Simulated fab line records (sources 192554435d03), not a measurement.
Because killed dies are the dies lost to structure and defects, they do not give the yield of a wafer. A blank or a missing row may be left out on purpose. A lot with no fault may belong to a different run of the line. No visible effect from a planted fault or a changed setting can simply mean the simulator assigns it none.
fab line records | flow n5-finfet
[record] lots = 5 wafers = 11 last-day = 16
route steps=1938 shown BEOL_M7@1320 BEOL_M8@1332
lots that met no fault: taken from a fault-free run of the same line
start-h: start of the lot's first displayed wafer, in hours after the record's first day | wait-h: how many hours have passed since the lot's step before this one | " as in the row above | L1.1+2: a single row standing in for several wafers | - value missing, or start not given | * or withheld: withheld | < > ~ a bound
route shown NAME@n: names a module that has steps shown in the file, with the first one's number in the route | usual: average and standard deviation across the fault-free wafers | same: alike in all rows | chamber/n: place in a boat | sites: the reading at each site | _std_site: the standard deviation of these | _edge_site: inner sites' mean taken away from outer sites' mean | radius-mm: how far each site lies from the wafer's centre | mask NAME#n: copy n | behind: tool/chamber where the wafer was last shaped | hold: reason for holding the lot/hours on hold/outcome of the hold | device: the n, p or np transistor that did not switch | end of line: the tests these same wafers got at the end of their route | a step without rows: its recipe alone | killed: dies lost to structure and defects at the first sort, not the wafer's yield | map: shows each die of a wafer: x if killed, . if not, _ if none is there
set.NAME: the setting that was run; set.NAME@STEP: the one run at that earlier step | model.NAME: the simulator's own value behind a step, which no gauge read
lots seen at some steps along the route; tables by step, rows by wafer
services: when a tool's chamber went out of use (start-h, in hours from the record's first day, below 0 if earlier), for how many hours, and the reason
[[steps]]
[step N5_BEOL_M7_ALD_77]
[recipe] material = TaN target-thk-a = 20 temp-c = 275 ald-precursor-family = PDMAT ald-co-reactant = NH3 pressure-torr = 3 carrier-flow-sccm = 1500 pulse-time-s = 2 purge-time-s = 3 co-reactant-purge-time-s = 2 co-reactant-pulse-time-s = 3 ald-cycles = 40 precursor-vessel-temp-c = 75 precursor-vessel-pressure-torr = 26.25 precursor-vessel-carrier-sccm = 1000
[step N5_BEOL_M7_SURFACE_TREAT_79]
[recipe] gas = Ar time-s = * ion-energy-ev = * ion-current-ma-cm2 = 0.5 pressure-mtorr = * ar-flow-sccm = 30
[step N5_BEOL_M7_CVD_78]
[recipe] material = Co target-thk-a = 20 temp-c = withheld precursor = CCTBA/H2 pressure-torr = 30 time-s = 142.3
[step N5_BEOL_M7_SPUTTER_48]
[recipe] material = Cu target-thk-a = 100 temp-c = -20 bias-v = 60 power-w = 26000 chamber-pressure-pa = 0.13 time-s = 1.667
[step N5_BEOL_M7_ECD_50]
[recipe] material = Cu target-thk-a = 3000
[step N5_BEOL_M7_ANNEAL_51]
[recipe] temp-c = 225 time-s = 90 ambient = N2
[step N5_BEOL_M7_CMP_52]
[recipe] stop-on = SiCOH_lowk t-overpolish-s = 6.9 down-force-psi = 1 platen-rpm = 50 clearing-platen-down-force-psi = 1.5 clearing-platen-rpm = 50 post-cmp-clean = cu-alkaline target-thk-nm = 80 clearing-platen-pad-velocity-m-s = 0.99484 pad-velocity-m-s = 0.99484
[step N5_BEOL_M7_PRE_CLEAN_55]
[recipe] gas = NH3 time-s = 15 temp-c = withheld rf-power-w = 300
[step N5_BEOL_M7_DEP_56]
[recipe] material = SiCN target-thk-a = 100 temp-c = withheld precursor = 3MS/NH3 pressure-torr = 3 rf-w = 202 time-s = 17.5
[step N5_BEOL_M8_ILD_DEP_00]
[recipe] material = SiCOH_lowk target-thk-a = 1797.5 temp-c = 300 precursor = DEMS/porogen pressure-torr = 5 rf-w = 500 time-s = 33.4
[usual] chamber-pressure-Torr = 4.998/0.011 heater-power-w = 301/65 showerhead-plenum-p-Torr = 5.745/0.016 susceptor-temp-C = 300.00/0.18 throttle-valve-pct = 13.9/0.5
// columns lot.wafer tool chamber start-h wait-h chamber-pressure-Torr heater-power-w showerhead-plenum-p-Torr since-wet-clean-h susceptor-temp-C throttle-valve-pct model.SiCOH_lowk_of_BEOL_M8_ILD_DEP_00.thk-nm
L356.2 pecvd-03 0 210.09 0.0 4.991 213 5.707 1095 300.24 14.4 179.6
L356.3 " 1 " " 4.976 342 5.746 1820 299.91 14.4 179.8
L356.5 " 0 " " 4.993 223 5.711 - 300.03 14.5 183.2
L358.4 pecvd-03 0 215.76 0.1 5.004 226 5.704 - 305.11 14.4 177.2
L359.3 pecvd-03 0 225.37 0.0 5.004 203 5.716 1111 305.75 14.7 173.8
L359.5 " 0 " " 5.000 205 5.704 - 305.50 14.6 176
L359.6 " 1 " " 4.997 378 5.751 - 300.22 14.5 181.8
L361.5 pecvd-03 0 248.15 0.1 5.005 255 5.728 - 305.38 14.5 176
L370.1 pecvd-02 0 306.80 0.0 5.002 347 5.764 1373 300.05 13.4 176.8
L370.5 " 2 " " 5.009 249 5.739 - 299.91 13.7 181.4
L370.6 " 1 " " 4.979 266 5.745 - 300.01 14.1 178
[step N5_BEOL_M8_CURE_74]
[recipe] temp-c = 385 time-s = 240 ambient = He/Ar material = SiCOH_lowk
[step N5_BEOL_M8_PECVD_70]
[recipe] material = SiO2 target-thk-a = 200 temp-c = 400 precursor = TEOS/O2 pressure-torr = 5.5 rf-w = 450 teos-flow-sccm = 53.8 gas = O2 flow-sccm = 3000 time-s = 22.7
[step N5_BEOL_M8_HM_DEP_02]
[recipe] material = TiN target-thk-a = 200 temp-c = 25 chamber-pressure-pa = 0.49996
[step N5_BEOL_M8_COAT_59]
[recipe] resist = SOC temp-c = 250 time-s = 60 spin-rpm = 1500 resist-thk-nm = 100
[step N5_BEOL_M8_COAT_60]
[recipe] resist = SiARC temp-c = 220 time-s = 60 spin-rpm = 1500 resist-thk-nm = 35
[step N5_BEOL_M8_COAT_05]
[recipe] resist = CAR-ArF spin-rpm = 1500 resist-thk-nm = 90
[step N5_BEOL_M8_EBR_07]
[recipe] solvent = PGMEA ebr-width-mm = 1.5
[step N5_BEOL_M8_SOFTBAKE_06]
[recipe] temp-c = 110 time-s = 60 resist = CAR-ArF
[step N5_BEOL_M8_EXPOSE_08]
[recipe] mask-id = M8 na = 1.35 source-shape = dipole sigma-inner = 0.817 sigma-outer = 0.97 polarization = te dose-mj = 68.25
[step N5_BEOL_M8_PEB_09]
[recipe] peb-temp-c = withheld peb-time-s = 60 resist = CAR-ArF
[step N5_BEOL_M8_DEVELOP_10]
[recipe] develop-time-s = 30 developer = TMAH resist = CAR-ArF rinse-liquid = diw dry = air-spin dev-temp-c = 23
[step N5_BEOL_M8_DESCUM_16]
[recipe] chemistry = O2 time-s = 7.9 source-power-w = 50 bias-power-w = 20 pressure-mtorr = 20 rf-frequency-hz = 2.712e+07 temp-c = 40 resist = CAR-ArF o2-flow-sccm = 225
[step N5_BEOL_M8_ETCH_61]
[recipe] chemistry = CF4 target = SiARC target-depth-a = 455 mask-material = CAR-ArF time-s = 75.8 ion-energy-ev = 80 pressure-mtorr = 40 source-w = 545 bias-w = 36 Ar_flow_sccm = 100 cf4-flow-sccm = 100 ends = cleared
[step N5_BEOL_M8_ETCH_62]
[recipe] chemistry = N2/H2 target = SOC target-depth-a = 1100 overetch-a = 220 mask-material = SiARC temp-c = 40 time-s = 165 ion-energy-ev = 200 pressure-mtorr = 30 source-w = 840 bias-w = 150 n2-flow-sccm = 200 h2-flow-sccm = 200
[step N5_BEOL_M8_STRIP_68]
[recipe] chemistry = N2/H2 temp-c = 40 n2-flow-sccm = 200 h2-flow-sccm = 200 rf-frequency-hz = 6e+07
[step N5_BEOL_M8_STRIP_67]
[recipe] chemistry = CF4 resist = SiARC power-w = 300 bias-power-w = 75 pressure-mtorr = 50 cf4-flow-sccm = 150 rf-frequency-hz = 6e+07
[step N5_BEOL_M8_HM_OPEN_17]
[recipe] chemistry = Cl2/BCl3 target-depth-a = 200 overetch-a = 60 target = TiN mask-material = SOC ion-energy-ev = 150 pressure-mtorr = 10 icp-w = 1000 bias-w = 126 Cl2_flow_sccm = 53.25 bcl3-flow-sccm = 21.75 Ar_flow_sccm = 25
[step N5_BEOL_M8_STRIP_19]
[recipe] chemistry = O2 power-w = 400 temp-c = 40 pressure-mtorr = 30 rf-frequency-hz = 6e+07 bias-power-w = 0 overash-fraction = 0.2 o2-flow-sccm = 225
[step N5_BEOL_M8_COAT_63]
[recipe] resist = SOC temp-c = 250 time-s = 60 spin-rpm = 1500 resist-thk-nm = 60
[step N5_BEOL_M8_COAT_64]
[recipe] resist = SiARC temp-c = 220 time-s = 60 spin-rpm = 1500 resist-thk-nm = 12
[step N5_BEOL_M8_COAT_71]
[recipe] resist = underlayer temp-c = 205 time-s = 60 spin-rpm = 1500 resist-thk-nm = 5
[step N5_BEOL_M8_COAT_22]
[recipe] resist = CAR-EUV spin-rpm = 1500 resist-thk-nm = 30
[step N5_BEOL_M8_EBR_24]
[recipe] solvent = PGMEA ebr-width-mm = 1.5
[step N5_BEOL_M8_SOFTBAKE_23]
[recipe] temp-c = 110 time-s = 60 resist = CAR-EUV
[step N5_BEOL_M8_CMP_52]
[recipe] stop-on = SiCOH_lowk t-overpolish-s = 6.9 down-force-psi = 1 platen-rpm = 50 clearing-platen-down-force-psi = 1.5 clearing-platen-rpm = 50 post-cmp-clean = cu-alkaline target-thk-nm = 80 clearing-platen-pad-velocity-m-s = 0.99484 pad-velocity-m-s = 0.99484
[usual] barrier-field-endpoint-s = 28.8/0.71 motor-current-A = 5.8/0.45 overpolish-run-s = 6.899/0.0079 time-to-endpoint-s = 62/3.3
[same] t-overpolish-s = 6.9
// columns lot.wafer tool chamber start-h wait-h barrier-field-endpoint-s motor-current-A overpolish-run-s time-to-endpoint-s model.SiCOH_lowk_of_BEOL_M8_ILD_DEP_00.thk-nm
L356.3 cmp-04 1 215.52 0.2 28.2 6.6 6.889 61 152.2
L356.2 " 0 " " 28.2 5.6 6.893 60 151.8
L356.5 " 2 " " 27.0 5.5 6.893 56 155
L358.4 cmp-02 2 224.05 0.2 30.1 5.8 6.893 64 149.8
L359.3 cmp-04 0 233.20 0.2 28.6 5.7 6.917 62 146.8
L359.5 " 2 " " 28.2 5.5 6.902 58 148.6
L359.6 " 3 " " 28.4 5.6 6.903 59 153.8
L361.5 cmp-01 3 259.27 0.3 28.7 5.8 6.906 60 148.6
L370.1 cmp-04 3 318.05 0.3 28.5 5.4 6.898 61 149.4
L370.6 " 1 " " 29.4 7.1 6.892 65 150.4
L370.5 " 2 " " 28.2 5.5 6.887 56 153.6
[[services]]
// columns tool chamber start-h hours kind
cmp-04 - 206.72 4.0 pm
cmp-04 - 210.72 - consumable-replace:conditioner
cmp-04 - 210.72 - consumable-replace:pad
cmp-04 - 211.32 2.4 repair
pecvd-02 2 213.72 5.5 scheduled-down
cmp-04 - 220.99 1.0 repair
cmp-01 - 232.31 3.4 repair
cmp-02 - 250.35 4.0 pm
cmp-04 - 253.81 7.0 pm
cmp-02 - 254.35 - consumable-replace:conditioner
cmp-02 - 254.35 - consumable-replace:pad
cmp-02 - 258.64 1.5 repair
pecvd-03 - 258.70 26.5 repair
pecvd-02 1 281.52 5.5 scheduled-down
cmp-04 - 297.49 1.3 repair
pecvd-02 - 297.64 0.7 repair
[[key]]
[first-sign] step = N5_BEOL_M8_ILD_DEP_00 reading = susceptor-temp-C direction = up sigmas = 30 usual = * struck = *
effect none on later readings
[model-effect] step = N5_BEOL_M8_ILD_DEP_00 value = SiCOH_lowk_of_BEOL_M8_ILD_DEP_00.thk-nm without = 181 struck = 175.8
[model-effect] step = N5_BEOL_M8_CMP_52 value = SiCOH_lowk_of_BEOL_M8_ILD_DEP_00.thk-nm without = 153.1 struck = 148.4
met-at N5_BEOL_M8_ILD_DEP_00
struck-wafers L358.4,L359.3,L359.5,L361.5
rows-end L358.4,L361.5
onset-between 210.09 215.76
[fault] kind = process-parameter-drift tool = pecvd-03 chamber = 0 onset-h = 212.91 steps = N5_BEOL_M8_ILD_DEP_00 channel = temp-c offset = * shape = step acts-in = * stated = *
// rows-end: these wafers met a further fault down the route, and their rows from its step on are left out
